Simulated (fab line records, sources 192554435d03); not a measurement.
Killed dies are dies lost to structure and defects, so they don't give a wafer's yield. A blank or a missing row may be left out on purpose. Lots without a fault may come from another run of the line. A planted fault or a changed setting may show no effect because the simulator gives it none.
Problem report in the 8D (eight disciplines) form, filled by code | flow n5_finfet | the parts of the form that need people (team, actions taken, sign-off) are left out

1. THE PROBLEM
raw_defect_count at N5_BEOL_M13_INSPECT_30 reads a mean of 22.0 on 1 wafer of 1 lot; wafers without a fault read 1.9 with a standard deviation of 1.4. That is +14 standard deviations from the usual mean.
The step: inspects for defects (macro).
First seen on wafer L361.4, day 16 06:28, on defect_inspect-02. The record holds 30 wafers of 10 lots with a number at this step. Rule for "out", or "out of limits": more than 4 standard deviations from the usual mean. The other wafers with a number count as sound.

2. WHAT IT IS AND WHAT IT IS NOT
question                    | is                | is not
which readings at this step | raw_defect_count  | -
which lots                  | L361              | L342, L343, L345, L348, L351, L352, L354, L357, L359
which wafers of those lots  | L361.4            | L361.1, L361.5
read on which gauges        | defect_inspect-02 | defect_inspect-01
when                        | from day 16 06:28 | up to then (29 sound wafers)

3. SUSPECTS, AND WHAT RULES EACH OUT
Counting: a tool at a process step up to the reading stays a suspect if it ran every lot that is out. Sound lots after the first of them don't rule it out here, since some wafers of a struck lot are sound.
- the gauge at N5_BEOL_M13_INSPECT_30: kept. All the wafers that are out were read on defect_inspect-02, and no step on other tools shows them out.
- rie_diel-03 at N5_BEOL_M13_VIA_ETCH_16 (etches SiOC in C4F8/O2/Ar, target depth 921.7 nm): kept. It ran the lot that is out, L361 (day 16 05:39); its last sound lot up to then is L357 (day 15 11:13).
- Within rie_diel-03 at N5_BEOL_M13_VIA_ETCH_16: the wafers that are out ran in chamber 0; their sound lot-mates ran in chambers 1, 2.
Left after counting: rie_diel-03 at N5_BEOL_M13_VIA_ETCH_16, defect_inspect-02 at N5_BEOL_M13_INSPECT_30.

4. THE CAUSE (what the simulator had put in)
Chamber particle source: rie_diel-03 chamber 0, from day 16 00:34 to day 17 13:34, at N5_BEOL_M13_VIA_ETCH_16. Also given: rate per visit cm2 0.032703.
Counting left 2 suspects, and this tool is among them.

5. THE CHAIN OF EFFECTS, in route order
Each row: a reading whose mean over the struck wafers that have a number lies more than 3 standard deviations from the usual. Only readings for which the record gives a usual standard deviation are gone through. hours: the time from each lot's start at the first step in this table that gives one to its start at this step, as a median over the lots. sigmas: the change in usual standard deviations.
hours | step                   | reading          | usual | on struck wafers | change | sigmas
0     | N5_BEOL_M13_INSPECT_30 | raw_defect_count | 1.9   | 22.0             | +20.1  | +14

6. WHAT WOULD HAVE CAUGHT IT SOONER
In this record the first reading out of limits at a measuring or inspecting step was taken at day 16 06:28, 6 hours after the fault began at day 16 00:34.
Of the tool readings at N5_BEOL_M13_VIA_ETCH_16 for which the record gives a usual standard deviation, none was out on any struck wafer, so an alarm limit of 4 standard deviations on them would not have fired.
All the lots that are out (1) had begun N5_BEOL_M13_VIA_ETCH_16 on rie_diel-03 by day 16 06:28. A hold on the tool at that time would have spared none of them.
